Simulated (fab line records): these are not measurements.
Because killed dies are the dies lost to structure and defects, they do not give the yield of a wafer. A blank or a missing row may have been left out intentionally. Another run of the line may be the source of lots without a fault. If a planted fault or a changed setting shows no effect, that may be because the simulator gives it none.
fab line records ; flow n5_finfet
[record] lots = 6; wafers = 18; last_day = 17
route steps=1938 shown BEOL_M12@1625
lots untouched by any fault: they come from a run of this same line in which no faults occurred
start_h: the number of hours between the record's first day and the start of the first shown wafer of the lot ; wait_h: hours since the lot's step before ; " unchanged from the row above ; L1.1+2: one row covering several wafers at once ; - no value, or no start given ; * or withheld: withheld ; < > ~ a bound
route shown NAME@n: a module of which the file shows steps, and the number in the route of the first ; usual: the fault-free wafers' mean and standard deviation ; same: alike in all rows ; chamber/n: place in a boat ; sites: readings site by site ; _std_site: standard deviation of those values ; _edge_site: mean of outer sites minus mean of inner sites ; radius_mm: how far each site lies from the wafer's centre ; mask NAME#n: copy n ; behind: the tool/chamber that last shaped the wafer ; hold: cause of the lot's hold/its duration in hours/its outcome ; device: names the non-switching transistor (n, p or np) ; end of line: the route-end tests of the same wafers ; where a step has no rows: the recipe by itself ; killed: count of dies lost to structure and defects at first sort (not the wafer's yield) ; map: per-die view of a wafer (x killed, . not killed, _ where there is no die)
set.NAME: the setting as run; set.NAME@STEP: as run at that earlier step ; model.NAME: the simulator's own value behind a step, which no gauge read
a table for each step, a row for each wafer; lots at some steps of the route
services: from which hour (start_h, from the record's first day; less than 0 if before it) a tool's chamber was out of use, for how many hours, and why
[[steps]]
[step N5_BEOL_M12_COAT_22]
[recipe] spin_rpm = 2888; resist_thk_nm = 300
[step N5_BEOL_M12_EBR_24]
[recipe] solvent = PGMEA; ebr_width_mm = 1.5
[step N5_BEOL_M12_SOFTBAKE_23]
[recipe] temp_c = 130; time_s = 60
[step N5_BEOL_M12_EXPOSE_25]
[recipe] mask_id = M12; na = 0.93; source_shape = conventional; sigma_outer = 0.4; polarization = unpolarized; dose_mj = 21.8
[step N5_BEOL_M12_PEB_26]
[recipe] peb_temp_c = 130; peb_time_s = 90
[step N5_BEOL_M12_DEVELOP_27]
[recipe] develop_time_s = 45; rinse_liquid = diw; dry = air_spin; dev_temp_c = 21
[step N5_BEOL_M12_HARDBAKE_32]
[recipe] temp_c = 130; time_s = 120
[step N5_BEOL_M12_CD_MEAS_28]
[recipe] target_cd_nm = 160.2; landing_energy_ev = 500; detector = se_inlens; polarity = opening
[usual] cd_nm = 160.2/1.6
lot.wafer;tool;chamber;start_h;wait_h;cd_nm
L610.1;cd_sem-03;0;254.80;-;161.1
L610.4;cd_sem-03;0;254.80;-;158.7
L610.6;cd_sem-03;0;254.80;-;161.5
L613.2;cd_sem-02;0;272.03;-;159.2
L613.3;cd_sem-02;0;272.03;-;160.2
L613.5;cd_sem-02;0;272.03;-;161.3
L614.1;cd_sem-02;0;296.55;-;160.3
L614.5;cd_sem-02;0;296.55;-;163.6
L614.6;cd_sem-02;0;296.55;-;161.0
L619.2;cd_sem-01;0;300.17;-;160.1
L619.4;cd_sem-01;0;300.17;-;161.7
L619.5;cd_sem-01;0;300.17;-;160.3
L621.1;cd_sem-02;0;311.23;-;158.8
L621.2;cd_sem-02;0;311.23;-;162.6
L621.6;cd_sem-02;0;311.23;-;162.2
L626.2;cd_sem-01;0;357.31;-;159.7
L626.3;cd_sem-01;0;357.31;-;161.0
L626.4;cd_sem-01;0;357.31;-;161.7
[step N5_BEOL_M12_OVL_MEAS_29]
[recipe] points_per_wafer = 44
[usual] M12_OVL = 1/5.5
lot.wafer;tool;chamber;start_h;wait_h;M12_OVL[nm]
L610.1;overlay-01;0;254.83;0.0;-3
L610.4;overlay-01;0;254.83;0.0;-2
L610.6;overlay-01;0;254.83;0.0;-8
L613.2;overlay-02;0;272.06;0.0;-1
L613.3;overlay-02;0;272.06;0.0;-4
L613.5;overlay-02;0;272.06;0.0;-3
L614.1;overlay-02;0;296.58;0.0;-3
L614.5;overlay-02;0;296.58;0.0;-1
L614.6;overlay-02;0;296.58;0.0;-2
L619.2;overlay-02;0;300.20;0.0;4
L619.4;overlay-02;0;300.20;0.0;-2
L619.5;overlay-02;0;300.20;0.0;-6
L621.1;overlay-01;0;311.26;0.0;-6
L621.2;overlay-01;0;311.26;0.0;-5
L621.6;overlay-01;0;311.26;0.0;-6
L626.2;overlay-01;0;357.34;0.0;9
L626.3;overlay-01;0;357.34;0.0;7
L626.4;overlay-01;0;357.34;0.0;1
[step N5_BEOL_M12_INSPECT_30]
[recipe] mode = adi; inspect_instrument = macro
[usual] raw_defect_count = 2.1/1.5
lot.wafer;tool;chamber;start_h;wait_h;raw_defect_count
L610.1;defect_inspect-01;-;254.85;0.0;2
L610.4;defect_inspect-01;-;254.85;0.0;4
L610.6;defect_inspect-01;-;254.85;0.0;2
L613.2;defect_inspect-02;-;272.09;0.0;2
L613.3;defect_inspect-02;-;272.09;0.0;2
L613.5;defect_inspect-02;-;272.09;0.0;1
L614.1;defect_inspect-02;-;296.60;0.0;0
L614.5;defect_inspect-02;-;296.60;0.0;4
L614.6;defect_inspect-02;-;296.60;0.0;2
L619.2;defect_inspect-02;-;300.23;0.0;1
L619.4;defect_inspect-02;-;300.23;0.0;2
L619.5;defect_inspect-02;-;300.23;0.0;1
L621.1;defect_inspect-01;-;311.28;0.0;3
L621.2;defect_inspect-01;-;311.28;0.0;6
L621.6;defect_inspect-01;-;311.28;0.0;7
L626.2;defect_inspect-02;-;357.36;0.0;3
L626.3;defect_inspect-02;-;357.36;0.0;0
L626.4;defect_inspect-02;-;357.36;0.0;1
[step N5_BEOL_M12_DESCUM_33]
[recipe] chemistry = O2; time_s = 7.9; source_power_w = 50; bias_power_w = 20; pressure_mtorr = 20; rf_frequency_hz = 2.712e+07; temp_c = 40; o2_flow_sccm = 225
[usual] bias_power_w = 19.99/0.065; drypump_motor_current_A = 5.9/0.55; oes_product_au = 0.80/0.09; rf_vpp_V = 243.6/1.3; showerhead_plenum_p_Torr = 2.13/0.083; throttle_valve_pct = 20.34/0.3
lot.wafer;tool;chamber;start_h;wait_h;bias_power_w;drypump_motor_current_A;oes_product_au;rf_hours_counter_h;rf_vpp_V;showerhead_plenum_p_Torr;throttle_valve_pct
L610.1;rie_diel-02;3;254.89;0.0;19.92;6.0;0.88;57;243.7;2.23;20.60
L610.4;rie_diel-02;0;254.89;0.0;19.96;6.3;0.69;230;243.1;2.14;20.12
L610.6;rie_diel-02;2;254.89;0.0;20.11;5.7;0.77;-;242.8;2.10;20.40
L613.2;rie_diel-01;2;272.61;0.5;19.95;4.9;0.69;222;240.7;1.99;20.50
L613.3;rie_diel-01;0;272.61;0.5;19.95;6.8;0.70;202;241.4;2.07;20.57
L613.5;rie_diel-01;3;272.61;0.5;19.98;5.1;0.80;-;241.8;2.01;19.99
L614.1;rie_diel-01;2;297.15;0.5;20.09;4.9;0.68;230;242.5;1.98;20.52
L614.5;rie_diel-01;1;297.15;0.5;19.95;6.1;0.79;-;244.2;2.20;20.55
L614.6;rie_diel-01;2;297.15;0.5;20.06;4.9;0.68;-;241.5;1.98;20.54
L619.2;rie_diel-01;0;301.03;0.8;20.06;6.8;0.70;211;242.5;2.07;20.58
L619.4;rie_diel-01;2;301.03;0.8;20.11;4.9;0.68;231;242.9;1.98;20.53
L619.5;rie_diel-01;1;301.03;0.8;19.82;6.1;0.77;-;245.5;2.20;20.54
L621.1;rie_diel-02;1;311.55;0.3;20.05;6.5;0.84;66;244.3;2.20;20.00
L621.2;rie_diel-02;0;311.55;0.3;20.12;6.2;0.68;249;245.5;2.14;20.15
L621.6;rie_diel-02;1;311.55;0.3;20.02;6.5;0.84;-;244.8;2.20;20.02
L626.2;rie_diel-05;0;357.40;0.0;20.07;5.6;0.89;54;244.1;2.14;20.57
L626.3;rie_diel-05;1;357.40;0.0;19.84;6.5;0.92;14;244.3;2.04;19.64
L626.4;rie_diel-05;3;357.40;0.0;19.95;6.2;0.87;-;246.0;2.24;20.30
[step N5_BEOL_M12_ETCH_67]
[recipe] chemistry = CF4; target = SiARC; target_depth_a = 1430; time_s = 238.3; ion_energy_ev = 80; pressure_mtorr = 40; source_w = 545; bias_w = 36; Ar_flow_sccm = 100; cf4_flow_sccm = 100; ends = cleared
[usual] cf4_flow_sccm = 100.0/0.33; drypump_motor_current_A = 5.9/0.56; etch_rf_on_time_s = 238/5.5; oes_product_au = 0.68/0.078; rf_vpp_V = 184.4/1.3; showerhead_plenum_p_Torr = 2.18/0.077; throttle_valve_pct = 15.53/0.23
lot.wafer;tool;chamber;start_h;wait_h;cf4_flow_sccm;drypump_motor_current_A;etch_rf_on_time_s;oes_product_au;rf_hours_counter_h;rf_vpp_V;showerhead_plenum_p_Torr;throttle_valve_pct
L610.1;rie_diel-02;3;254.92;0.0;99.7;6.0;233;0.75;57;186.9;2.28;15.69
L610.4;rie_diel-02;0;254.92;0.0;100.0;6.2;240;0.59;230;184.8;2.21;15.47
L610.6;rie_diel-02;2;254.92;0.0;99.6;5.7;235;0.67;-;185.0;2.14;15.55
L613.2;rie_diel-01;2;272.64;0.0;100.3;4.9;241;0.59;222;182.2;2.03;15.67
L613.3;rie_diel-01;0;272.64;0.0;99.8;6.8;249;0.59;202;182.8;2.13;15.82
L613.5;rie_diel-01;3;272.64;0.0;99.6;5.1;235;0.69;-;183.3;2.09;15.44
L614.1;rie_diel-01;2;297.19;0.0;99.9;4.9;244;0.58;230;182.5;2.03;15.68
L614.5;rie_diel-01;1;297.19;0.0;100.0;6.1;229;0.68;-;184.7;2.23;15.63
L614.6;rie_diel-01;2;297.19;0.0;100.1;4.9;245;0.58;-;183.3;2.03;15.67
L619.2;rie_diel-01;0;301.07;0.0;100.1;6.8;246;0.60;211;183.9;2.13;15.83
L619.4;rie_diel-01;2;301.07;0.0;100.1;4.9;243;0.58;231;183.3;2.03;15.69
L619.5;rie_diel-01;1;301.07;0.0;99.9;6.1;228;0.68;-;186.2;2.23;15.64
L621.1;rie_diel-02;1;311.58;0.0;100.3;6.5;242;0.72;66;185.0;2.26;15.34
L621.2;rie_diel-02;0;311.58;0.0;100.3;6.2;239;0.58;249;183.1;2.20;15.51
L621.6;rie_diel-02;1;311.58;0.0;100.4;6.5;241;0.72;-;186.5;2.26;15.35
L626.2;rie_diel-05;0;357.43;0.0;99.8;5.6;237;0.75;54;183.8;2.18;15.63
L626.3;rie_diel-05;1;357.43;0.0;100.4;6.5;237;0.78;14;183.5;2.09;14.92
L626.4;rie_diel-05;3;357.43;0.0;99.7;6.2;233;0.75;-;185.2;2.27;15.28
[step N5_BEOL_M12_ETCH_68]
[recipe] chemistry = N2/H2; target = SOC; mask_material = SiARC; source_w = 3000; bias_w = 350; temp_c = 40; time_s = 285; ion_energy_ev = 200; pressure_mtorr = 30; n2_flow_sccm = 200; h2_flow_sccm = 200
[usual] drypump_motor_current_A = 5.9/0.56; oes_product_au = 0.80/0.091; rf_vpp_V = 525.0/2.6; run_length_s = 308.5/0.41; showerhead_plenum_p_Torr = 2.59/0.091; throttle_valve_pct = 17.70/0.27
lot.wafer;tool;chamber;start_h;wait_h;drypump_motor_current_A;oes_product_au;rf_hours_counter_h;rf_vpp_V;run_length_s;showerhead_plenum_p_Torr;throttle_valve_pct;model.SiARC_of_BEOL_M12_COAT_66.thk_nm
L610.1;rie_diel-02;3;255.07;0.1;6.0;0.88;57;528.5;308.4;2.68;17.66;85.8
L610.4;rie_diel-02;0;255.07;0.1;6.2;0.69;230;526.1;308.5;2.61;17.49;86.6
L610.6;rie_diel-02;2;255.07;0.1;5.7;0.77;-;524.4;308.4;2.57;17.98;86.8
L613.2;rie_diel-01;2;272.79;0.1;4.9;0.69;222;521.1;308.9;2.42;17.91;86
L613.3;rie_diel-01;0;272.79;0.1;6.8;0.71;202;523.3;308.5;2.51;17.80;86.8
L613.5;rie_diel-01;3;272.79;0.1;5.1;0.81;-;522.0;308.7;2.47;17.49;85.8
L614.1;rie_diel-01;2;297.33;0.1;4.9;0.68;230;520.6;309.0;2.41;17.91;86.4
L614.5;rie_diel-01;1;297.33;0.1;6.1;0.79;-;527.7;417.5;2.66;17.92;76
L614.6;rie_diel-01;2;297.33;0.1;4.9;0.68;-;521.3;418.3;2.41;17.93;77.2
L619.2;rie_diel-01;0;301.22;0.1;6.8;0.69;211;522.9;308.4;2.50;17.78;87
L619.4;rie_diel-01;2;301.22;0.1;4.9;0.68;231;519.8;309.0;2.41;17.93;86.2
L619.5;rie_diel-01;1;301.22;0.1;6.2;0.79;-;526.6;417.2;2.66;17.93;75.8
L621.1;rie_diel-02;1;311.73;0.1;6.5;0.85;66;528.7;308.4;2.69;17.47;86.6
L621.2;rie_diel-02;0;311.73;0.1;6.2;0.68;249;525.4;308.4;2.60;17.54;86.6
L621.6;rie_diel-02;1;311.73;0.1;6.5;0.84;-;528.3;308.4;2.69;17.46;86.2
L626.2;rie_diel-05;0;357.58;0.1;5.7;0.89;55;525.2;308.2;2.57;17.71;85.4
L626.3;rie_diel-05;1;357.58;0.1;6.5;0.92;14;521.7;308.3;2.51;17.14;85.6
L626.4;rie_diel-05;3;357.58;0.1;6.2;0.87;-;527.6;308.3;2.69;17.47;86.2
[step N5_BEOL_M12_STRIP_69]
[recipe] chemistry = N2/H2; temp_c = 40; n2_flow_sccm = 200; h2_flow_sccm = 200; rf_frequency_hz = 6e+07
[[services]]
tool;chamber;start_h;hours;kind
rie_diel-05;2;248.35;14.3;repair
rie_diel-01;2;252.54;8.2;repair
rie_diel-05;1;297.02;-;clean
rie_diel-05;1;297.02;-;consumable_replace:focus_ring
rie_diel-05;1;297.02;22.1;scheduled_down
rie_diel-05;1;297.02;22.1;vent_cycle
rie_diel-02;2;306.72;4.8;repair
rie_diel-02;0;313.32;-;clean
rie_diel-02;0;313.32;-;consumable_replace:focus_ring
rie_diel-02;0;313.32;30.2;scheduled_down
rie_diel-02;0;313.32;30.2;vent_cycle
rie_diel-02;3;317.48;4.5;repair
rie_diel-02;3;329.20;11.3;repair
rie_diel-02;2;332.84;7.0;repair
rie_diel-01;3;344.13;12.7;repair
rie_diel-05;2;350.55;-;clean
rie_diel-05;2;350.55;-;consumable_replace:focus_ring
rie_diel-05;2;350.55;14.7;scheduled_down
rie_diel-05;2;350.55;14.7;vent_cycle
rie_diel-01;2;357.00;-;clean
rie_diel-01;2;357.00;-;consumable_replace:focus_ring
rie_diel-01;2;357.00;-;consumable_replace:showerhead
rie_diel-01;2;357.00;21.3;scheduled_down
rie_diel-01;2;357.00;21.3;vent_cycle
[[key]]
[first_sign] step = N5_BEOL_M12_ETCH_68; reading = run_length_s; direction = up; sigmas = 99+; usual = *; struck = *
effect none on later readings
[model_effect] step = N5_BEOL_M12_ETCH_68; value = SiARC_of_BEOL_M12_COAT_66.thk_nm; without = 85.73; struck = 76.33
met_at N5_BEOL_M12_ETCH_68
struck_wafers L614.5,L614.6,L619.5
onset_between 272.79 297.33
[fault] kind = process_parameter_drift; tool = rie_diel-01; chamber = -; onset_h = 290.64; steps = N5_BEOL_M12_ETCH_68; channel = time_s; offset = *; shape = step; end_h = 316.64; scope = struck_wafers_only; acts_in = *; stated = *
